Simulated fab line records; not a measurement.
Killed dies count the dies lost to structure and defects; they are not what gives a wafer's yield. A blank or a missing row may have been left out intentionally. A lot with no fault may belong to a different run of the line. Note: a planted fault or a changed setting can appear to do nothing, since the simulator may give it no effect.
Which tool was responsible?	flow nand-harc	7 lots with 21 wafers sampled at 4 steps, on a route of 1302 steps

== WHAT EACH GAUGE READ, for each wafer ==
NHARC_P_BONDPAD_CD_MEAS_09 targets a cd of 500 nm.
lot	measured	on	cd-nm (nm)
L233	day 5 23:40	cd-sem-02	499.2 500.4 499.4
L237	day 7 12:49	cd-sem-01	500.0 499.2 502.3
L238	day 8 06:00	cd-sem-02	499.4 499.4 498.6
L240	day 8 19:48	cd-sem-02	499.1 501.9 502.0
L243	day 10 01:46	cd-sem-01	501.3 497.9 500.4
L252	day 13 20:13	cd-sem-01	499.3 498.8 498.7
L255	day 15 01:59	cd-sem-03	500.2 504.7 499.4

== WHAT TOOL EACH LOT RAN ON (gives the tool, then ch and the chambers of the sampled wafers, and finally the start) ==
lot	NHARC_P_M2_PVD_21	NHARC_P_M2_DEP_33	NHARC_P_BONDPAD_DEP_00
L233	pvd-sputter-03, day 5 21:49 or earlier	pecvd-03 ch 0,1,2, day 5 21:49	pecvd-02 ch 0,2, day 5 22:40
L237	pvd-sputter-02, day 7 11:18 or earlier	pecvd-04 ch 0,2, day 7 11:18	pecvd-02 ch 0,2, day 7 11:46
L238	pvd-sputter-02, day 8 04:33 or earlier	pecvd-04 ch 0,1, day 8 04:33	pecvd-04 ch 0,1,2, day 8 04:54
L240	pvd-sputter-02, day 8 17:36 or earlier	pecvd-03 ch 1,2, day 8 17:36	pecvd-04 ch 0,1,2, day 8 18:01
L243	pvd-sputter-01, day 10 00:08 or earlier	pecvd-04 ch 1,2, day 10 00:08	pecvd-02 ch 0,1, day 10 00:32
L252	pvd-sputter-03, day 13 18:42 or earlier	pecvd-02 ch 0,1,2, day 13 18:42	pecvd-04 ch 0,1,2, day 13 19:07
L255	pvd-sputter-02, day 15 00:31 or earlier	pecvd-03 ch 0,1,2, day 15 00:31	pecvd-03 ch 0,1,2, day 15 00:53
- NHARC_P_M2_PVD_21: deposits Cu, target thk 30 nm, time 20.49 s.
- NHARC_P_M2_DEP_33: deposits SiCN, target thk 30 nm.
- NHARC_P_BONDPAD_DEP_00: deposits SiCN, target thk 250 nm.

== THE ANSWER, worked out from the rows above alone ==
Rule: what is usual is taken from the lots themselves. The widest of any qualifying gaps counts: lots, ordered by their means at a reading, are off when they make up no more than a third of the lots, leave a main group of 4 or more, and stand apart from it by 3 or more times the standard deviation of that group's means. If all means in a main group match to the digits the tables above print for the reading, that group is not used. A lot without any number at a reading at which 4 lots or more have one is off too. Where the step has rows for the other lots, those lots are counted as sound.
Nothing can be told from this: no lot is off at any reading shown.

== WHAT WAS PUT IN BY THE SIMULATOR ==
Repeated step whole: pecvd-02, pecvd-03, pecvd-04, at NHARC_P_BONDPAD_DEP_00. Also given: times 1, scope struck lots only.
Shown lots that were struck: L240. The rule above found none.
